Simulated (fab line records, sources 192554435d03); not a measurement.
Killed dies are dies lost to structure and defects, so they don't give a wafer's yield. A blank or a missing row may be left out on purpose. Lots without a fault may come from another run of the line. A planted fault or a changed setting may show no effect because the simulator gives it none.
Which tool did it? | flow n5_finfet | 8 lots, 24 wafers sampled, at 7 steps of a route of 1938

WHAT THE GAUGES READ, wafer by wafer
N5_BEOL_M0_RS_MEAS_126: measures by four-point-probe. Usual: M0_RS 0.543 ohm/sq, standard deviation 0.021.
lot  | measured     | on            | M0_RS (ohm/sq)    | flag
L460 | day 6 05:37  | film_metro-02 | 0.522 0.542 0.563 |
L462 | day 7 07:58  | film_metro-01 | 0.551 0.523 0.540 |
L467 | day 7 22:31  | film_metro-02 | 0.696 0.690 0.679 | OFF
L468 | day 8 05:31  | film_metro-01 | 0.667 0.660 0.694 | OFF
L474 | day 9 14:58  | film_metro-01 | 0.530 0.573 0.546 |
L475 | day 9 17:53  | film_metro-02 | 0.569 0.515 0.584 |
L477 | day 10 14:07 | film_metro-01 | 0.580 0.570 0.545 |
L479 | day 10 17:34 | film_metro-01 | 0.587 0.549 0.582 |

N5_BEOL_M4_RC_MEAS_101. Usual: DIBL_N 36.6 mV/V, standard deviation 1.9; DIBL_P 36.7 mV/V, standard deviation 2.2; IOFF_N 0.16 nA/um, standard deviation 0.035; IOFF_P 0.22 nA/um, standard deviation 0.038; ION_N 672 uA/um, standard deviation 14; ION_P 462 uA/um, standard deviation 8.3; SS_N 71.6 mV/dec, standard deviation 0.65; SS_P 73.5 mV/dec, standard deviation 0.72; VT_N 250 mV, standard deviation 3.5; VT_P -250 mV, standard deviation 3.1.
lot  | measured     | on        | DIBL_N (mV/V)  | DIBL_P (mV/V)  | IOFF_N (nA/um) | IOFF_P (nA/um) | ION_N (uA/um) | ION_P (uA/um) | SS_N (mV/dec)  | SS_P (mV/dec)  | VT_N (mV)   | VT_P (mV)      | flag
L460 | day 9 11:10  | prober-01 | 39.2 37.5 33.2 | 40.5 39.0 32.6 | 0.22 0.17 0.10 | 0.34 0.29 0.18 | 686 677 646   | 483 471 455   | 71.1 71.0 69.9 | 74.5 73.9 72.5 | 243 247 255 | -239 -244 -252 |
L462 | day 10 02:23 | prober-02 | 37.3 33.2 34.2 | 37.3 32.7 34.5 | 0.16 0.11 0.13 | 0.25 0.18 0.20 | 690 685 676   | 480 474 477   | 71.2 70.0 70.5 | 73.6 72.5 72.5 | 248 253 251 | -247 -250 -249 |
L467 | day 10 21:10 | prober-01 | 35.9 37.0 38.1 | 35.8 38.1 38.4 | 0.14 0.17 0.18 | 0.16 0.21 0.22 | 675 661 685   | 454 455 465   | 71.9 71.1 72.2 | 73.2 74.0 74.1 | 254 250 250 | -256 -252 -254 |
L468 | day 10 22:46 | prober-01 | 36.2 36.9 35.3 | 36.5 37.1 35.5 | 0.14 0.16 0.13 | 0.21 0.23 0.20 | 674 673 674   | 459 467 465   | 71.4 71.7 71.0 | 73.3 74.2 73.5 | 256 251 251 | -252 -245 -250 |
L474 | day 12 15:44 | prober-02 | 34.9 36.9 36.8 | 35.8 37.6 38.6 | 0.13 0.18 0.17 | 0.18 0.22 0.24 | 671 673 672   | 456 454 463   | 72.0 72.6 71.8 | 73.1 73.7 73.5 | 253 250 249 | -253 -250 -248 |
L475 | day 12 19:28 | prober-01 | 36.6 37.8 41.0 | 32.5 34.6 37.7 | 0.13 0.16 0.23 | 0.18 0.22 0.27 | 661 673 677   | 455 457 462   | 71.1 71.8 72.7 | 73.0 74.1 74.2 | 252 247 244 | -254 -249 -249 |
L477 | day 13 05:08 | prober-02 | 36.2 36.8 35.7 | 37.9 38.9 37.4 | 0.19 0.19 0.18 | 0.24 0.25 0.23 | 674 671 679   | 467 464 465   | 71.5 71.4 72.3 | 74.5 73.9 73.9 | 246 248 247 | -247 -248 -247 |
L479 | day 13 09:16 | prober-02 | 40.8 35.1 36.6 | 42.0 35.6 36.8 | 0.26 0.14 0.16 | 0.32 0.21 0.21 | 692 663 676   | 467 457 462   | 72.9 71.1 71.7 | 74.4 73.1 73.4 | 245 251 250 | -245 -249 -251 |

WHICH TOOL RAN EACH LOT (tool, then ch and the chambers of the sampled wafers, then the start)
lot  | N5_MOL_CONTACT_COAG_ETCH_124      | N5_MOL_CONTACT_COAG_ETCH_48       | N5_BEOL_M0_SAQP_PECVD_00       | N5_BEOL_M0_SAQP_HM_DEP_111     | N5_BEOL_M0_ETCH_109
L460 | rie_diel-02 ch 0,3, day 5 10:37   | rie_diel-02 ch 0,3, day 5 10:40   | pecvd-02 ch 1,2, day 5 15:05   | pecvd-04 ch 1,2, day 5 16:21   | rie_diel-05 ch 0,2, day 6 02:38
L462 | rie_diel-05 ch 0,1,2, day 5 20:20 | rie_diel-05 ch 0,1,2, day 5 20:23 | pecvd-01 ch 1,2, day 6 00:48   | pecvd-01 ch 1,2, day 6 02:21   | rie_diel-04 ch 0,1,3, day 6 09:56
L467 | rie_diel-02 ch 0,1,3, day 7 03:31 | rie_diel-02 ch 0,1,3, day 7 03:34 | pecvd-01 ch 0,1,2, day 7 08:01 | pecvd-01 ch 0,1,2, day 7 08:28 | rie_diel-05 ch 0,1,2, day 7 18:43
L468 | rie_diel-02 ch 0,1,3, day 7 08:34 | rie_diel-02 ch 0,1,3, day 7 08:37 | pecvd-04 ch 0,1, day 7 13:02   | pecvd-02 ch 0,2, day 7 15:37   | rie_diel-02 ch 1,2,3, day 8 00:34
L474 | rie_diel-02 ch 1,2,3, day 8 20:37 | rie_diel-02 ch 1,2,3, day 8 20:39 | pecvd-04 ch 1,2, day 9 01:05   | pecvd-02 ch 0,1,2, day 9 02:35 | rie_diel-02 ch 0,1,3, day 9 11:08
L475 | rie_diel-04 ch 1,2, day 9 00:11   | rie_diel-04 ch 1,2, day 9 00:14   | pecvd-04 ch 1,2, day 9 04:39   | pecvd-01 ch 0,1, day 9 06:10   | rie_diel-05 ch 0,1,3, day 9 15:10
L477 | rie_diel-05 ch 0,1,2, day 9 15:32 | rie_diel-05 ch 0,1,2, day 9 15:35 | pecvd-04 ch 1,2, day 9 20:08   | pecvd-02 ch 0,1,2, day 9 22:48 | rie_diel-04 ch 0,1,2, day 10 10:29
L479 | rie_diel-02 ch 2,3, day 9 19:55   | rie_diel-02 ch 2,3, day 9 19:58   | pecvd-04 ch 1, day 10 02:09    | pecvd-01 ch 0,1, day 10 03:17  | rie_diel-05 ch 1,2,3, day 10 13:05
- N5_MOL_CONTACT_COAG_ETCH_124: etches SiNx in CH3F/O2, stops on SiOC, target depth 6.5 nm.
- N5_MOL_CONTACT_COAG_ETCH_48: etches SiOC in C4F6/O2, target depth 15 nm, overetch 4.5 nm, time 17 s.
- N5_BEOL_M0_SAQP_PECVD_00: deposits SiCN from 3MS/NH3, target thk 8 nm, time 14 s.
- N5_BEOL_M0_SAQP_HM_DEP_111: deposits SiO2 from SiH4/N2O, target thk 12 nm, time 7.2 s.
- N5_BEOL_M0_ETCH_109: etches SiCN in CH3F/O2, target depth 8 nm, overetch 2.4 nm, time 27.4 s.

WHAT THE TOOLS THEMSELVES READ (means of the sampled wafers that have a number; where no wafer has one, the mark that the record gives instead)
N5_MOL_CONTACT_COAG_ETCH_124. Usual: drypump_motor_current_A 5.7 A, standard deviation 0.43; oes_product_au 0.63 a.u., standard deviation 0.036; rf_vpp_V 299 V, standard deviation 5.4; showerhead_plenum_p_Torr 1.99 Torr, standard deviation 0.072; throttle_valve_pct 16.40 %, standard deviation 0.26.
lot  | tool        | drypump_motor_current_A (A) | oes_product_au (a.u.) | rf_vpp_V (V) | showerhead_plenum_p_Torr (Torr) | throttle_valve_pct (%) | flag
L460 | rie_diel-02 | 5.2                         | 0.62                  | 303          | 1.95                            | 16.28                  |
L462 | rie_diel-05 | 5.9                         | 0.62                  | 302          | 1.99                            | 16.45                  |
L467 | rie_diel-02 | 5.5                         | 0.61                  | 299          | 1.98                            | 16.36                  |
L468 | rie_diel-02 | 5.5                         | 0.61                  | 300          | 1.98                            | 16.36                  |
L474 | rie_diel-02 | 5.7                         | 0.64                  | 302          | 2.05                            | 16.36                  |
L475 | rie_diel-04 | 5.8                         | 0.62                  | 296          | 1.97                            | 16.44                  |
L477 | rie_diel-05 | 5.9                         | 0.60                  | 301          | 1.97                            | 16.52                  |
L479 | rie_diel-02 | 5.9                         | 0.66                  | 305          | 2.06                            | 16.28                  |

N5_MOL_CONTACT_COAG_ETCH_48. Usual: drypump_motor_current_A 5.7 A, standard deviation 0.43; oes_product_au 0.61 a.u., standard deviation 0.046; rf_vpp_V 1596 V, standard deviation 27; showerhead_plenum_p_Torr 2.83 Torr, standard deviation 0.098; throttle_valve_pct 40.6 %, standard deviation 0.35.
lot  | tool        | drypump_motor_current_A (A) | oes_product_au (a.u.) | rf_vpp_V (V) | showerhead_plenum_p_Torr (Torr) | throttle_valve_pct (%) | flag
L460 | rie_diel-02 | 5.2                         | 0.60                  | 1620         | 2.77                            | 40.3                   |
L462 | rie_diel-05 | 5.9                         | 0.63                  | 1609         | 2.82                            | 40.9                   |
L467 | rie_diel-02 | 5.5                         | 0.59                  | 1603         | 2.81                            | 40.5                   |
L468 | rie_diel-02 | 5.5                         | 0.60                  | 1603         | 2.80                            | 40.5                   |
L474 | rie_diel-02 | 5.7                         | 0.62                  | 1614         | 2.90                            | 40.4                   |
L475 | rie_diel-04 | 5.8                         | 0.60                  | 1576         | 2.80                            | 41.0                   |
L477 | rie_diel-05 | 5.9                         | 0.59                  | 1609         | 2.81                            | 40.9                   |
L479 | rie_diel-02 | 5.9                         | 0.65                  | 1629         | 2.93                            | 40.5                   |

N5_BEOL_M0_SAQP_PECVD_00. Usual: chamber_pressure_Torr 2.999 Torr, standard deviation 0.0067; rf_fwd_power_W 198.2 W, standard deviation 1.2; showerhead_plenum_p_Torr 3.670 Torr, standard deviation 0.014; throttle_valve_pct 9.0 %, standard deviation 0.47.
lot  | tool     | chamber_pressure_Torr (Torr) | rf_fwd_power_W (W) | showerhead_plenum_p_Torr (Torr) | throttle_valve_pct (%) | flag
L460 | pecvd-02 | 2.996                        | 197.5              | 3.660                           | 9.1                    |
L462 | pecvd-01 | 2.997                        | 198.8              | 3.674                           | 8.9                    |
L467 | pecvd-01 | -                            | -                  | -                               | -                      | OFF
L468 | pecvd-04 | -                            | -                  | -                               | -                      | OFF
L474 | pecvd-04 | 3.006                        | 198.0              | 3.675                           | 9.0                    |
L475 | pecvd-04 | 2.994                        | 198.2              | 3.676                           | 9.1                    |
L477 | pecvd-04 | 2.994                        | 197.6              | 3.671                           | 8.9                    |
L479 | pecvd-04 | 2.998                        | 196.5              | 3.689                           | 9.2                    |

N5_BEOL_M0_SAQP_HM_DEP_111. Usual: heater_power_w 745 W, standard deviation 73; showerhead_plenum_p_Torr 8.13 Torr, standard deviation 0.15.
lot  | tool     | heater_power_w (W) | showerhead_plenum_p_Torr (Torr) | flag
L460 | pecvd-04 | 692                | 8.19                            |
L462 | pecvd-01 | 808                | 8.26                            |
L467 | pecvd-01 | 827                | 8.29                            |
L468 | pecvd-02 | 760                | 7.94                            |
L474 | pecvd-02 | 746                | 8.03                            |
L475 | pecvd-01 | 753                | 8.23                            |
L477 | pecvd-02 | 733                | 8.04                            |
L479 | pecvd-01 | 864                | 8.26                            |

N5_BEOL_M0_ETCH_109. Usual: drypump_motor_current_A 5.8 A, standard deviation 0.39; oes_product_au 0.63 a.u., standard deviation 0.033; rf_vpp_V 297.3 V, standard deviation 1.7; showerhead_plenum_p_Torr 2.00 Torr, standard deviation 0.072; throttle_valve_pct 16.44 %, standard deviation 0.26.
lot  | tool        | drypump_motor_current_A (A) | oes_product_au (a.u.) | rf_vpp_V (V) | showerhead_plenum_p_Torr (Torr) | throttle_valve_pct (%) | flag
L460 | rie_diel-05 | 5.6                         | 0.63                  | 297.5        | 2.01                            | 16.49                  |
L462 | rie_diel-04 | 5.5                         | 0.64                  | 298.4        | 2.03                            | 16.45                  |
L467 | rie_diel-05 | 5.8                         | 0.27                  | 297.3        | 1.98                            | 16.47                  | OFF
L468 | rie_diel-02 | 5.7                         | 0.29                  | 297.9        | 2.05                            | 16.33                  | OFF
L474 | rie_diel-02 | 5.5                         | 0.61                  | 296.0        | 1.97                            | 16.40                  |
L475 | rie_diel-05 | 6.1                         | 0.61                  | 296.2        | 1.95                            | 16.61                  |
L477 | rie_diel-04 | 5.6                         | 0.63                  | 296.4        | 1.97                            | 16.35                  |
L479 | rie_diel-05 | 6.0                         | 0.62                  | 297.0        | 1.98                            | 16.42                  |

THE ANSWER, worked out from the rows above alone
Rule: a lot is off if the mean of its wafers that have a number lies more than 3 standard deviations from the usual mean. A lot without any number at a reading at which 4 lots or more have one is off too. The other lots that the step has rows for count as sound. The gauges are gone through in route order, then the tools' own readings, and for those a lot's mean is taken as printed above. The first step at which some lot is off is used, and at that step the reading that is off furthest; a lot without a number counts as furthest.
Off: L467, L468, at N5_BEOL_M0_RS_MEAS_126 (M0_RS).
A tool fits if, at a process step before that reading, it ran every lot that is off, and no sound lot after the first of them. The gauges at N5_BEOL_M0_RS_MEAS_126 aren't tried: what is off there is off at N5_BEOL_M0_SAQP_PECVD_00 too, on other tools, and a gauge's error can't cause that. None of those tried fits.

WHAT THE SIMULATOR HAD PUT IN
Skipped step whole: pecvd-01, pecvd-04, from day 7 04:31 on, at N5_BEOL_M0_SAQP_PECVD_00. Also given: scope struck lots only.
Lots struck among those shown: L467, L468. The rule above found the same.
